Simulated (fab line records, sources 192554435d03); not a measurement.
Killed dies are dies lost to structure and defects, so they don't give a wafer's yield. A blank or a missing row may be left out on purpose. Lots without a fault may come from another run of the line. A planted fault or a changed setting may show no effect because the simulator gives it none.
Chamber matching | flow n5_finfet | N5_FIN_CUT_CUT_ETCH_28 on rie_si-04: 4 sister chambers
The step etches Si in HBr/Cl2/O2, target depth 6 nm, time 2.4 s. 7 wafers are shown with their chamber, then 7 later ones without.

WAFERS WITH THEIR CHAMBER
wafer  | chamber | oes_product_au (a.u.) | O2_flow_sccm (sccm)
L897.4 | 2       | 1.003                 | 11.98
L900.4 | 0       | 1.011                 | 12.00
L913.1 | 1       | 0.996                 | 12.00
L913.2 | 3       | 1.002                 | 11.99
L913.3 | 0       | 1.011                 | 11.98
L916.3 | 1       | 1.004                 | 12.04
L916.4 | 3       | 1.000                 | 12.00

WAFERS WITHOUT THEIR CHAMBER
wafer  | oes_product_au (a.u.) | O2_flow_sccm (sccm)
L916.5 | 1.005                 | 12.01
L917.2 | 1.004                 | 12.00
L917.3 | 0.997                 | 12.06
L917.5 | 1.010                 | 12.03
L918.2 | 1.000                 | 12.04
L918.4 | 1.005                 | 12.05
L918.6 | 1.004                 | 12.00

WHICH CHAMBER EACH WENT THROUGH
wafer  | from the rows above               | in truth
L916.5 | can't be placed: 3 or 1 or 2 or 0 | 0
L917.2 | can't be placed: 3 or 2 or 1 or 0 | 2
L917.3 | can't be placed: 1 or 3           | 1
L917.5 | can't be placed: 0 or 1 or 3 or 2 | 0
L918.2 | can't be placed: 1 or 3           | 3
L918.4 | can't be placed: 1 or 3 or 0 or 2 | 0
L918.6 | can't be placed: 3 or 2 or 1 or 0 | 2
Placed correctly: 0 of 7. Can't be placed from these rows: 7 (the true chamber is among the candidates in 7). Placed wrongly: 0.
How it was worked out, from the rows above alone: a wafer's distance from a chamber is the root of the sum, over the readings, of the square of ((its reading less the chamber's mean) divided by the reading's scatter). The wafer belongs to the nearest chamber; if the next one is less than 2 further off, it can't be placed. A chamber's mean is the mean of its shown wafers. The scatter: the root of (the sum of the squares of (reading less its chamber's mean) over the shown wafers, divided by (wafers less chambers)).
